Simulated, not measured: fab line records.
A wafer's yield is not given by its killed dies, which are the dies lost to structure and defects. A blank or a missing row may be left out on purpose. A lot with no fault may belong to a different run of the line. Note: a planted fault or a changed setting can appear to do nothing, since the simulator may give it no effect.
fab line records + flow nandHarc
record
- lots=15
- wafers=45
- lastDay=34
route steps=1302 shown A_STAIRCASE@741
lots untouched by any fault: they come from a run of this same line in which no faults occurred
startH: hours from the record's opening day to when the first of the lot's shown wafers began + waitH: hours since the lot's step before + " identical to the entry in the row above + L1.1+2: several wafers, shown together as one row + - either no value or no given start + * or withheld: withheld + < > ~ a bound
route shown NAME@n: a module of which the file shows steps, and the number in the route of the first + usual: mean and standard deviation over wafers with no fault + same: alike in all rows + chamber/n: place in a boat + sites: each site's reading + _std_site: standard deviation across them + _edge_site: outer sites' mean less inner sites' + radiusMm: how far each site lies from the wafer's centre + mask NAME#n: copy n + behind: the last tool/chamber to shape the wafer + hold: cause of the lot's hold/its duration in hours/its outcome + device: transistor that didn't switch, given as n, p or np + end of line: the route-end tests of the same wafers + for a step that has no rows: nothing shown but its recipe + killed: dies that structure and defects cost at the first sort, which is not the same as the wafer's yield + map: a wafer's dies, marking killed ones x, the rest . and places with no die _
set.NAME: the run value of the setting; set.NAME@STEP: its run value at that earlier step + model.NAME: the simulator's own value behind a step, which no gauge read
the route's steps for a sample of lots (tables are steps, rows are wafers)
services: a tool's chamber out of use, with start hour (startH, from the record's first day; less than 0 if before it), hours out, and reason
## steps
# step NHARC_A_STAIRCASE_ETCH_227
# recipe
- targetDepthA=1000
- timeS=40.5
- ionEnergyEv=400
- c4f8FlowSccm=20
- o2FlowSccm=10
- arFlowSccm=withheld
- rfW=600
- biasW=1000
- chemistry=C4F8/O2
# usual
- oesProductAu=0.942/0.013
- rfVppV=894/6
| lot.wafer | tool       | chamber | startH | waitH | oesProductAu | rfHoursCounterH | rfVppV |
|-----------|------------|---------|--------|-------|--------------|-----------------|--------|
| L684.4    | rieDiel-06 | 1       | -      | -     | 0.952        | 3               | 900    |
| L684.6    | "          | 3       | "      | "     | 0.971        | -               | 905    |
| L684.5    | "          | 0       | "      | "     | 0.930        | -               | 898    |
| L687.1    | rieDiel-06 | 0       | -      | -     | 0.938        | 21              | 895    |
| L687.6    | "          | 2       | "      | "     | 0.926        | -               | 890    |
| L687.5    | "          | 3       | "      | "     | 0.941        | -               | 905    |
| L686.3    | rieDiel-06 | 3       | -      | -     | 0.945        | 22              | 906    |
| L686.2    | "          | 0       | "      | "     | 0.923        | 22              | 897    |
| L686.6    | "          | 3       | "      | "     | 0.941        | -               | 906    |
| L688.4    | rieDiel-04 | 2       | -      | -     | 0.913        | 11              | 888    |
| L688.1    | "          | 3       | "      | "     | 0.939        | 13              | 888    |
| L688.6    | "          | 0       | "      | "     | 0.946        | -               | 889    |
| L689.4    | rieDiel-06 | 0       | -      | -     | 0.929        | 28              | 896    |
| L689.1    | "          | 2       | "      | "     | 0.916        | 27              | 891    |
| L689.5    | "          | 3       | "      | "     | 0.929        | -               | 905    |
| L690.4    | rieDiel-06 | 0       | -      | -     | 0.923        | 33              | 897    |
| L690.5    | "          | 0       | "      | "     | 0.925        | -               | 895    |
| L690.6    | "          | 1       | "      | "     | 0.947        | -               | 901    |
| L691.3    | rieDiel-02 | 2       | -      | -     | 0.943        | 11              | 896    |
| L691.4    | "          | 3       | "      | "     | 0.928        | 12              | 887    |
| L691.6    | "          | 1       | "      | "     | 0.951        | -               | 891    |
| L693.2    | rieDiel-04 | 2       | -      | -     | 0.936        | 29              | 889    |
| L693.6    | "          | 0       | "      | "     | 0.950        | -               | 889    |
| L693.5    | "          | 1       | "      | "     | 0.937        | -               | 891    |
| L692.2    | rieDiel-06 | 0       | -      | -     | 0.922        | 44              | 894    |
| L692.4    | "          | 1       | "      | "     | 0.944        | 27              | 899    |
| L692.5    | "          | 3       | "      | "     | 0.932        | -               | 905    |
| L701.4    | rieDiel-06 | 0       | -      | -     | 0.933        | 14              | 896    |
| L701.3    | "          | 3       | "      | "     | 0.943        | 21              | 905    |
| L701.5    | "          | 0       | "      | "     | 0.953        | -               | 897    |
| L703.1    | rieDiel-04 | 0       | -      | -     | 0.951        | 3               | 889    |
| L703.2    | "          | 1       | "      | "     | 0.958        | 5               | 889    |
| L703.5    | "          | 0       | "      | "     | 0.957        | -               | 887    |
| L702.2    | rieDiel-02 | 2       | -      | -     | 0.948        | 48              | 896    |
| L702.3    | "          | 1       | "      | "     | 0.942        | 44              | 890    |
| L702.5    | "          | 3       | "      | "     | 0.934        | -               | 887    |
| L705.5    | rieDiel-06 | 3       | -      | -     | 0.949        | -               | 903    |
| L705.4    | "          | 1       | "      | "     | 0.962        | -               | 899    |
| L705.6    | "          | 2       | "      | "     | 0.950        | -               | 890    |
| L707.1    | rieDiel-04 | 0       | -      | -     | 0.940        | 15              | 886    |
| L707.4    | "          | 1       | "      | "     | 0.939        | 13              | 889    |
| L707.6    | "          | 0       | "      | "     | 0.941        | -               | 887    |
| L706.4    | rieDiel-06 | 0       | -      | -     | 0.929        | -               | 895    |
| L706.3    | "          | 1       | "      | "     | 0.940        | -               | 898    |
| L706.6    | "          | 1       | "      | "     | 0.955        | -               | 899    |
# step NHARC_A_STAIRCASE_ETCH_234
# recipe
- targetDepthA=1000
- timeS=40.5
- ionEnergyEv=400
- c4f8FlowSccm=20
- o2FlowSccm=10
- arFlowSccm=withheld
- rfW=600
- biasW=1000
- chemistry=C4F8/O2
# usual
- oesProductAu=0.940/0.012
- rfVppV=893/5.4
| lot.wafer | tool       | chamber | startH | waitH | oesProductAu | rfHoursCounterH | rfVppV |
|-----------|------------|---------|--------|-------|--------------|-----------------|--------|
| L684.4    | rieDiel-04 | 2       | -      | -     | 0.920        | 7               | 890    |
| L684.6    | "          | 3       | "      | "     | 0.934        | -               | 888    |
| L684.5    | "          | 0       | "      | "     | 0.930        | -               | 888    |
| L687.1    | rieDiel-04 | 3       | -      | -     | 0.931        | 9               | 888    |
| L687.5    | "          | 1       | "      | "     | 0.939        | -               | 890    |
| L687.6    | "          | 2       | "      | "     | 0.912        | -               | 890    |
| L686.2    | rieDiel-04 | 1       | -      | -     | 0.943        | 8               | 891    |
| L686.3    | "          | 2       | "      | "     | 0.940        | 8               | 890    |
| L686.6    | "          | 0       | "      | "     | 0.939        | -               | 888    |
| L688.1    | rieDiel-04 | 0       | -      | -     | 0.941        | 14              | 890    |
| L688.4    | "          | 1       | "      | "     | 0.947        | 13              | 891    |
| L688.6    | "          | 0       | "      | "     | 0.945        | -               | 888    |
| L689.4    | rieDiel-02 | 0       | -      | -     | 0.945        | 0               | 890    |
| L689.1    | "          | 2       | "      | "     | 0.953        | 0               | 897    |
| L689.5    | "          | 0       | "      | "     | 0.936        | -               | 888    |
| L690.4    | rieDiel-02 | 2       | -      | -     | 0.946        | 7               | 898    |
| L690.5    | "          | 0       | "      | "     | 0.933        | -               | 888    |
| L690.6    | "          | 1       | "      | "     | 0.946        | -               | 890    |
| L691.3    | rieDiel-06 | 1       | -      | -     | 0.950        | 19              | 899    |
| L691.4    | "          | 2       | "      | "     | 0.917        | 36              | 891    |
| L691.6    | "          | 2       | "      | "     | 0.920        | -               | 892    |
| L693.2    | rieDiel-04 | 3       | -      | -     | 0.927        | 32              | 887    |
| L693.5    | "          | 2       | "      | "     | 0.929        | -               | 890    |
| L693.6    | "          | 3       | "      | "     | 0.943        | -               | 888    |
| L692.4    | rieDiel-06 | 0       | -      | -     | 0.937        | 44              | 895    |
| L692.2    | "          | 1       | "      | "     | 0.956        | 27              | 898    |
| L692.5    | "          | 1       | "      | "     | 0.960        | -               | 900    |
| L701.3    | rieDiel-02 | 1       | -      | -     | 0.920        | 42              | 889    |
| L701.4    | "          | 2       | "      | "     | 0.932        | 47              | 896    |
| L701.5    | "          | 3       | "      | "     | 0.907        | -               | 888    |
| L703.2    | rieDiel-02 | 0       | -      | -     | 0.948        | 39              | 888    |
| L703.1    | "          | 2       | "      | "     | 0.942        | 49              | 896    |
| L703.5    | "          | 1       | "      | "     | 0.950        | -               | 890    |
| L702.2    | rieDiel-02 | 0       | -      | -     | 0.947        | 39              | 888    |
| L702.3    | "          | 2       | "      | "     | 0.944        | 49              | 895    |
| L702.5    | "          | 0       | "      | "     | 0.948        | -               | 888    |
| L705.4    | rieDiel-04 | 2       | -      | -     | 0.925        | 11              | 889    |
| L705.5    | "          | 1       | "      | "     | 0.948        | -               | 890    |
| L705.6    | "          | 2       | "      | "     | 0.929        | -               | 888    |
| L706.4    | rieDiel-04 | 0       | -      | -     | 0.939        | 20              | 889    |
| L706.3    | "          | 3       | "      | "     | 0.936        | 16              | 905    |
| L706.6    | "          | 0       | "      | "     | 0.948        | -               | 888    |
| L707.1    | rieDiel-02 | 2       | -      | -     | 0.956        | 10              | 895    |
| L707.4    | "          | 0       | "      | "     | 0.947        | 7               | 887    |
| L707.6    | "          | 1       | "      | "     | 0.960        | -               | 890    |
# step NHARC_A_STAIRCASE_TRIM_235
# recipe
- timeS=211.2
- o2FlowSccm=500
- arFlowSccm=0
- biasW=0
- chemistry=O2
# usual
- drypumpMotorCurrentA=5.90/0.29
- oesProductAu=0.998/0.01
- rfVppV=57.7/0.96
- showerheadPlenumPTorr=3.45/0.15
- throttleValvePct=17.036/0.0083
| lot.wafer | tool       | chamber | startH | waitH | drypumpMotorCurrentA | oesProductAu | rfHoursCounterH | rfVppV | showerheadPlenumPTorr | throttleValvePct |
|-----------|------------|---------|--------|-------|----------------------|--------------|-----------------|--------|-----------------------|------------------|
| L684.4    | rieDiel-04 | 3       | -      | -     | 6.11                 | 1.005        | 9               | 56.7   | 3.30                  | 17.040           |
| L684.6    | "          | 2       | "      | "     | 6.14                 | 0.982        | -               | 57.9   | 3.36                  | 17.039           |
| L684.5    | "          | 3       | "      | "     | 6.11                 | 0.992        | -               | 57.0   | 3.30                  | 17.045           |
| L687.1    | rieDiel-04 | 3       | -      | -     | 6.10                 | 1.006        | 9               | 57.3   | 3.30                  | 17.036           |
| L687.6    | "          | 3       | "      | "     | 6.12                 | 0.992        | -               | 58.0   | 3.30                  | 17.031           |
| L687.5    | "          | 0       | "      | "     | 5.66                 | 0.995        | -               | 56.7   | 3.33                  | 17.024           |
| L686.3    | rieDiel-04 | 1       | -      | -     | 5.96                 | 0.988        | 8               | 58.5   | 3.39                  | 17.035           |
| L686.2    | "          | 2       | "      | "     | 6.16                 | 0.973        | 8               | 57.6   | 3.36                  | 17.018           |
| L686.6    | "          | 0       | "      | "     | 5.65                 | 0.995        | -               | 58.8   | 3.33                  | 17.022           |
| L688.1    | rieDiel-04 | 2       | -      | -     | 6.16                 | 0.982        | 13              | 56.6   | 3.36                  | 17.028           |
| L688.4    | "          | 3       | "      | "     | 6.11                 | 0.989        | 14              | 57.2   | 3.29                  | 17.024           |
| L688.6    | "          | 0       | "      | "     | 5.65                 | 0.995        | -               | 56.7   | 3.33                  | 17.054           |
| L689.1    | rieDiel-02 | 3       | -      | -     | 6.06                 | 0.986        | 0               | 58.5   | 3.33                  | 17.049           |
| L689.4    | "          | 0       | "      | "     | 5.94                 | 0.998        | 0               | 56.5   | 3.33                  | 17.043           |
| L689.5    | "          | 2       | "      | "     | 6.11                 | 1.016        | -               | 56.5   | 3.55                  | 17.031           |
| L690.4    | rieDiel-02 | 1       | -      | -     | 5.83                 | 1.012        | 5               | 58.3   | 3.38                  | 17.035           |
| L690.6    | "          | 2       | "      | "     | 6.12                 | 1.014        | -               | 57.7   | 3.55                  | 17.036           |
| L690.5    | "          | 3       | "      | "     | 6.15                 | 0.996        | -               | 57.3   | 3.33                  | 17.045           |
| L691.4    | rieDiel-06 | 3       | -      | -     | 5.79                 | 1.001        | 36              | 59.1   | 3.79                  | 17.045           |
| L691.3    | "          | 0       | "      | "     | 5.15                 | 0.982        | 38              | 58.3   | 3.53                  | 17.031           |
| L691.6    | "          | 0       | "      | "     | 5.16                 | 0.990        | -               | 57.0   | 3.53                  | 17.030           |
| L693.2    | rieDiel-04 | 1       | -      | -     | 5.97                 | 0.995        | 26              | 57.8   | 3.38                  | 17.018           |
| L693.6    | "          | 1       | "      | "     | 5.96                 | 1.010        | -               | 58.5   | 3.38                  | 17.046           |
| L693.5    | "          | 2       | "      | "     | 6.13                 | 0.995        | -               | 58.4   | 3.35                  | 17.029           |
| L692.4    | rieDiel-06 | 0       | -      | -     | 5.19                 | 0.987        | 44              | 56.9   | 3.52                  | 17.048           |
| L692.2    | "          | 2       | "      | "     | 6.21                 | 0.990        | 46              | 57.7   | 3.40                  | 17.037           |
| L692.5    | "          | 1       | "      | "     | 6.05                 | 1.000        | -               | 57.9   | 3.63                  | 17.038           |
| L701.4    | rieDiel-02 | 3       | -      | -     | 6.12                 | 0.992        | 49              | 57.0   | 3.31                  | 17.037           |
| L701.3    | "          | 0       | "      | "     | 5.94                 | 0.994        | 37              | 57.5   | 3.31                  | 17.043           |
| L701.5    | "          | 1       | "      | "     | 5.84                 | 1.007        | -               | 58.4   | 3.36                  | 17.040           |
| L703.1    | rieDiel-02 | 0       | -      | -     | 5.97                 | 1.006        | 39              | 58.5   | 3.31                  | 17.057           |
| L703.2    | "          | 1       | "      | "     | 5.81                 | 1.018        | 45              | 56.3   | 3.36                  | 17.041           |
| L703.5    | "          | 3       | "      | "     | 6.10                 | 0.994        | -               | 56.9   | 3.30                  | 17.029           |
| L702.2    | rieDiel-02 | 3       | -      | -     | 6.11                 | 0.986        | 51              | 58.2   | 3.30                  | 17.033           |
| L702.3    | "          | 2       | "      | "     | 6.10                 | 1.016        | 49              | 59.0   | 3.53                  | 17.031           |
| L702.5    | "          | 0       | "      | "     | 5.92                 | 1.005        | -               | 59.0   | 3.31                  | 17.049           |
| L705.4    | rieDiel-04 | 2       | -      | -     | 6.13                 | 0.999        | 11              | 56.9   | 3.33                  | 17.049           |
| L705.6    | "          | 0       | "      | "     | 5.68                 | 1.008        | -               | 57.6   | 3.30                  | 17.022           |
| L705.5    | "          | 1       | "      | "     | 5.90                 | 1.008        | -               | 58.3   | 3.36                  | 17.040           |
| L706.3    | rieDiel-04 | 2       | -      | -     | 6.16                 | 0.999        | 18              | 57.7   | 3.33                  | 17.027           |
| L706.4    | "          | 1       | "      | "     | 5.98                 | 0.998        | 18              | 57.4   | 3.36                  | 17.031           |
| L706.6    | "          | 3       | "      | "     | 6.10                 | 0.993        | -               | 58.3   | 3.80                  | 17.050           |
| L707.4    | rieDiel-02 | 2       | -      | -     | 6.13                 | 0.997        | 10              | 59.6   | 3.52                  | 17.042           |
| L707.1    | "          | 0       | "      | "     | 5.89                 | 0.987        | 7               | 57.7   | 3.30                  | 17.047           |
| L707.6    | "          | 1       | "      | "     | 5.80                 | 1.003        | -               | 56.9   | 3.35                  | 17.046           |
# step NHARC_A_STAIRCASE_PEB_266
# recipe
- pebTempC=115
- pebTimeS=130
# usual
- chillPlateTempC=23.01/0.11
- exhaustPa=45.0/0.89
| lot.wafer | tool          | chamber | startH | waitH | chillPlateTempC | exhaustPa |
|-----------|---------------|---------|--------|-------|-----------------|-----------|
| L684.4    | lithoTrack-05 | 0       | 397.07 | 0.0   | 23.05           | 45.8      |
| L684.5    | "             | 0       | "      | "     | 22.88           | 46.8      |
| L684.6    | "             | 0       | "      | "     | 22.92           | 46.1      |
| L687.1    | lithoTrack-07 | 0       | 399.61 | 0.1   | 23.01           | 45.5      |
| L687.5    | "             | 0       | "      | "     | 23.01           | 45.1      |
| L687.6    | "             | 0       | "      | "     | 22.95           | 45.9      |
| L686.2    | lithoTrack-05 | 0       | 400.63 | 0.1   | 22.86           | 46.1      |
| L686.3    | "             | 0       | "      | "     | 22.86           | 45.0      |
| L686.6    | "             | 0       | "      | "     | 22.83           | 46.4      |
| L688.1    | lithoTrack-03 | 0       | 411.23 | 0.1   | 22.94           | 44.4      |
| L688.4    | "             | 0       | "      | "     | 22.97           | 44.5      |
| L688.6    | "             | 0       | "      | "     | 23.22           | 44.4      |
| L689.1    | lithoTrack-07 | 0       | 412.98 | 0.1   | 22.90           | 44.8      |
| L689.4    | "             | 0       | "      | "     | 22.95           | 44.7      |
| L689.5    | "             | 0       | "      | "     | 22.91           | 44.2      |
| L690.4    | lithoTrack-03 | 0       | 427.49 | 0.0   | 23.03           | 45.2      |
| L690.5    | "             | 0       | "      | "     | 22.95           | 45.7      |
| L690.6    | "             | 0       | "      | "     | 23.07           | 45.1      |
| L691.3    | lithoTrack-03 | -       | 446.60 | 0.1   | -               | -         |
| L691.4    | "             | -       | "      | "     | -               | -         |
| L691.6    | "             | -       | "      | "     | -               | -         |
| L693.2    | lithoTrack-07 | -       | 464.44 | 0.1   | -               | -         |
| L693.5    | "             | -       | "      | "     | -               | -         |
| L693.6    | "             | -       | "      | "     | -               | -         |
| L692.2    | lithoTrack-07 | -       | 466.12 | 0.1   | -               | -         |
| L692.4    | "             | -       | "      | "     | -               | -         |
| L692.5    | "             | -       | "      | "     | -               | -         |
| L701.3    | lithoTrack-07 | 0       | 559.57 | 0.1   | 23.03           | 45.6      |
| L701.4    | "             | 0       | "      | "     | 23.02           | 46.4      |
| L701.5    | "             | 0       | "      | "     | 23.02           | 46.4      |
| L703.1    | lithoTrack-05 | 0       | 563.06 | 0.1   | 22.93           | 43.5      |
| L703.2    | "             | 0       | "      | "     | 22.94           | 44.6      |
| L703.5    | "             | 0       | "      | "     | 23.08           | 44.6      |
| L702.2    | lithoTrack-05 | 0       | 564.17 | 0.1   | 22.97           | 44.5      |
| L702.3    | "             | 0       | "      | "     | 22.95           | 44.3      |
| L702.5    | "             | 0       | "      | "     | 23.07           | 44.2      |
| L705.4    | lithoTrack-03 | 0       | 580.15 | 0.0   | 23.12           | 42.9      |
| L705.5    | "             | 0       | "      | "     | 23.02           | 43.7      |
| L705.6    | "             | 0       | "      | "     | 22.83           | 44.1      |
| L706.3    | lithoTrack-03 | 0       | 599.07 | 0.1   | 22.95           | 46.5      |
| L706.4    | "             | 0       | "      | "     | 23.07           | 46.2      |
| L706.6    | "             | 0       | "      | "     | 23.11           | 45.4      |
| L707.1    | lithoTrack-03 | 0       | 603.63 | 0.1   | 22.89           | 44.8      |
| L707.4    | "             | 0       | "      | "     | 23.03           | 44.7      |
| L707.6    | "             | 0       | "      | "     | 23.04           | 44.1      |
## services
| tool          | chamber | startH | hours | kind   |
|---------------|---------|--------|-------|--------|
| rieDiel-04    | 0       | 364.18 | -     | clean  |
| rieDiel-04    | 1       | 364.18 | -     | clean  |
| rieDiel-04    | 2       | 364.18 | -     | clean  |
| rieDiel-04    | 3       | 364.18 | -     | clean  |
| rieDiel-04    | 0       | 388.68 | -     | clean  |
| rieDiel-04    | 1       | 388.68 | -     | clean  |
| rieDiel-04    | 2       | 388.68 | -     | clean  |
| rieDiel-04    | 3       | 388.68 | -     | clean  |
| rieDiel-02    | -       | 393.77 | 9.0   | pm     |
| rieDiel-04    | 0       | 413.33 | -     | clean  |
| rieDiel-04    | 1       | 413.33 | -     | clean  |
| lithoTrack-07 | -       | 426.00 | 7.0   | pm     |
| lithoTrack-03 | -       | 450.00 | 7.0   | pm     |
| lithoTrack-05 | -       | 474.00 | 7.0   | pm     |
| rieDiel-06    | -       | 485.34 | 9.0   | pm     |
| rieDiel-02    | 2       | 500.57 | 1.9   | repair |
| rieDiel-04    | 2       | 506.47 | 6.2   | repair |
| rieDiel-06    | 0       | 524.67 | 9.9   | repair |
| rieDiel-04    | -       | 532.18 | 9.0   | pm     |
| rieDiel-06    | 1       | 551.05 | 2.3   | repair |
| rieDiel-06    | 0       | 565.19 | 10.4  | repair |
| rieDiel-02    | -       | 573.36 | 9.0   | pm     |
| rieDiel-06    | 2       | 589.06 | 6.9   | repair |
| lithoTrack-07 | -       | 601.00 | 7.0   | pm     |
## key
firstSign
- step=NHARC_A_STAIRCASE_PEB_266
- reading=toolRecord
- direction=missing
effect none on later readings
metAt NHARC_A_STAIRCASE_PEB_266
struckLots L691,L692,L693
laterRowsLeftOut L691.3,L691.4,L691.6,L692.2,L692.4,L692.5,L693.2,L693.5,L693.6
sortLeftOut L691.3,L691.4,L691.6,L692.2,L692.4,L692.5,L693.2,L693.5,L693.6
testerLeftOut L691,L692,L693
notActingAt NHARC_A_STAIRCASE_ETCH_227,NHARC_A_STAIRCASE_ETCH_234,NHARC_A_STAIRCASE_TRIM_235
onsetBetween 427.49 446.60
fault
- kind=skippedStepWhole
- tool=lithoTrack-03,lithoTrack-07
- chamber=-
- onsetH=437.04
- steps=NHARC_A_STAIRCASE_PEB_266
- scope=struckLotsOnly
# testerLeftOut: of these lots the tester's yield and bins aren't shown, on N5 and GAA mostly nor the transistor test; their killed dies are dies lost to structure and defects alone, not to doping, threshold or leakage, so they don't give the yield
# sortLeftOut: the simulated sort isn't trusted on such a fault, so these wafers' sort isn't shown, and their yield isn't known
# laterRowsLeftOut: the simulator's readings of these wafers behind a module that went badly wrong aren't trusted and aren't shown, but for the sort
